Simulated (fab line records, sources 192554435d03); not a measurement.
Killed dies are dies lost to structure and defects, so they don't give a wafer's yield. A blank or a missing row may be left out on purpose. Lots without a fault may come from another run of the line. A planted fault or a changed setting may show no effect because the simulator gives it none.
A struck lot beside a sound one | flow n5_finfet | 14 steps out of a route of 1938
Sound: wafers L897.1, L897.2, L897.4. Struck: wafers L900.2, L900.4, L900.5. The cause comes at the end.
At each step with rows: each side's tool, then ch and its chambers, then its first start. Under that, the readings that differ: sound wafers | struck wafers | difference of the means | sigmas: that difference in standard deviations of wafers without a fault.
alike: readings whose means differ by less than 2 such deviations, and words and numbers that are the same on both sides. not compared: withheld readings, readings that some wafer has no value for, bounds like >300 that may hide the same value, and numbers for which the record gives no deviation and whose values overlap.
The two part at a step that has a row with sigmas, a row that says differs or no value, or rows on one side only. Numbers that don't overlap but have no deviation are shown without sigmas and don't part them. A reading that every wafer of one side lacks parts them only if that side has two wafers or more.

N5_BEOL_M9_ETCH_62: etches SOC in N2/H2, target depth 110 nm, overetch 22 nm, time 165 s.
  sound on rie_diel-03 ch 0,1, day 11 19:47; struck on rie_diel-03 ch 0,1,3, day 12 08:34
  alike: bias_w, drypump_motor_current_A, oes_product_au, rf_vpp_V, showerhead_plenum_p_Torr, throttle_valve_pct
  not compared: rf_hours_counter_h
then, 1 step without rows for these wafers: N5_BEOL_M9_STRIP_68 (strips in N2/H2).
N5_BEOL_M9_STRIP_67: strips in CF4.
  sound on rie_diel-03 ch 0,1, day 11 20:00; struck on rie_diel-03 ch 0,1,3, day 12 08:42
  alike: drypump_motor_current_A, oes_product_au, rf_vpp_V, showerhead_plenum_p_Torr, throttle_valve_pct
  not compared: rf_hours_counter_h
N5_BEOL_M9_HM_OPEN_17: chemistry Cl2/BCl3, target TiN, target depth 20 nm, overetch 6 nm.
  sound on rie_metal-03 ch 0,1, day 11 20:04; struck on rie_metal-02 ch 1, day 12 08:44
  alike: bias_w, drypump_motor_current_A, mfc_ar_sccm, oes_product_au, throttle_valve_pct
  not compared: rf_hours_counter_h
N5_BEOL_M9_STRIP_19: strips in O2.
  sound on rie_diel-03 ch 0,1, day 11 20:10; struck on rie_diel-05 ch 0,1, day 12 08:53
  alike: drypump_motor_current_A, oes_product_au, rf_vpp_V, showerhead_plenum_p_Torr, throttle_valve_pct
  not compared: rf_hours_counter_h
N5_BEOL_M9_CD_MEAS_18: pitch 140 nm, target cd 70 nm.
  sound on cd_sem-02, day 11 20:16; struck on cd_sem-03, day 12 08:57
  alike: cd_nm
then, 6 steps without rows for these wafers: N5_BEOL_M9_COAT_63 (time 60 s, resist thk 60 nm); N5_BEOL_M9_COAT_64 (time 60 s, resist thk 12 nm); N5_BEOL_M9_COAT_75 (time 60 s, resist thk 5 nm); N5_BEOL_M9_COAT_22 (resist thk 30 nm); N5_BEOL_M9_EBR_24; N5_BEOL_M9_SOFTBAKE_23 (time 60 s).
N5_BEOL_M9_EXPOSE_25: exposes mask V8.
  sound on euv_scanner-01 ch 0, day 11 23:31; struck on euv_scanner-01, day 12 10:20
  no value came back on the struck wafers for exposure_dose_mJ_cm2, focus_offset_nm (nm); on the sound wafers exposure_dose_mJ_cm2 reads 37.19 37.18 37.17
  alike: mask
then, 1 step without rows for these wafers: N5_BEOL_M9_PEB_26 (peb time 60 s).

WHERE THEY PART
Only at N5_BEOL_M9_EXPOSE_25, within this record.

WHY: what the simulator had put in
Skipped step whole: euv_scanner-01, from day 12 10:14 on, at N5_BEOL_M9_EXPOSE_25. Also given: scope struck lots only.
